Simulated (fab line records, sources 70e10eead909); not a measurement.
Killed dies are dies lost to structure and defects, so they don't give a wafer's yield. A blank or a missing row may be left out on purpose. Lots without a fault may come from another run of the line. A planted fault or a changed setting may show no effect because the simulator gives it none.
One fault seen from 2 desks | flow nand_harc | each desk has only its own numbers; what lay behind them comes last

THE METROLOGY DESK
What the gauges read, lot by lot, whatever tool the lot ran on: means of the sampled wafers that have a number. A lot is out of limits, marked OUT, if its mean lies more than 4 standard deviations from the usual mean; the brackets give that distance.
Columns: A = cd_nm at NHARC_A_CONTACT_CD_MEAS_42, usual 300.0 nm
lot  | first seen here | A
L813 | day 21 05:28    | 300.0
L814 | day 21 08:19    | 300.5
L815 | day 22 04:26    | 300.2
L816 | day 22 20:20    | 300.1
L817 | day 23 05:50    | 299.5
L819 | day 23 11:58    | 299.8
L822 | day 24 21:40    | 300.4
L824 | day 26 02:33    | 300.2
L823 | day 26 02:49    | 299.7
L825 | day 26 08:29    | 300.0
L830 | day 28 07:28    | 300.4
L831 | day 29 11:02    | 300.0
L832 | day 29 16:31    | 300.3
This desk's finding: nothing out of limits on any of the 13 lots.

THE TOOL OWNER'S DESK: rie_diel-11
The tool's own readings at NHARC_A_CONTACT_ETCH_49 (etches the open film in N2/H2, target depth 260 nm, time 475.3 s): means of the sampled wafers that have a number, for each lot that ran on this tool. A lot is out of limits, marked OUT, if its mean lies more than 4 standard deviations from the usual mean; the brackets give that distance. Of its 8 readings 7 are shown: those that lie furthest out on some lot.
Columns: A = chamber_pressure_mTorr at NHARC_A_CONTACT_ETCH_49, usual 29.998 mTorr; B = drypump_motor_current_A at NHARC_A_CONTACT_ETCH_49, usual 5.8 A; C = h2_flow_sccm at NHARC_A_CONTACT_ETCH_49, usual 149.9 sccm; D = oes_product_au at NHARC_A_CONTACT_ETCH_49, usual 1.000 a.u.; E = rf_vpp_V at NHARC_A_CONTACT_ETCH_49, usual 430.3 V; F = showerhead_plenum_p_Torr at NHARC_A_CONTACT_ETCH_49, usual 2.03 Torr; G = throttle_valve_pct at NHARC_A_CONTACT_ETCH_49, usual 14.171 %
lot  | first seen here | A      | B   | C     | D     | E     | F    | G
L814 | day 21 08:44    | 29.977 | 5.7 | 150.4 | 1.006 | 430.8 | 2.04 | 14.177
L815 | day 22 04:49    | 29.991 | 5.8 | 149.6 | 1.001 | 430.4 | 2.03 | 14.169
L816 | day 22 20:41    | 29.997 | 5.5 | 149.8 | 0.997 | 432.4 | 2.07 | 14.170
L817 | day 23 06:11    | 30.013 | 6.1 | 149.7 | 0.998 | 428.4 | 1.99 | 14.161
L819 | day 23 12:23    | 29.975 | 5.7 | 150.1 | 1.002 | 430.8 | 2.04 | 14.167
L823 | day 26 03:15    | 29.990 | 5.8 | 150.4 | 1.008 | 430.3 | 2.03 | 14.173
L825 | day 26 08:50    | 29.993 | 5.3 | 149.9 | 1.008 | 432.3 | 2.09 | 14.178
L830 | day 28 07:52    | 30.017 | 6.2 | 150.2 | 1.003 | 428.0 | 1.96 | 14.163
This desk's finding: nothing out of limits on any of the 8 lots.

PUT TOGETHER
The metrology desk saw nothing out of limits.
The tool owner's desk saw nothing out of limits.

WHAT THE SIMULATOR HAD PUT IN
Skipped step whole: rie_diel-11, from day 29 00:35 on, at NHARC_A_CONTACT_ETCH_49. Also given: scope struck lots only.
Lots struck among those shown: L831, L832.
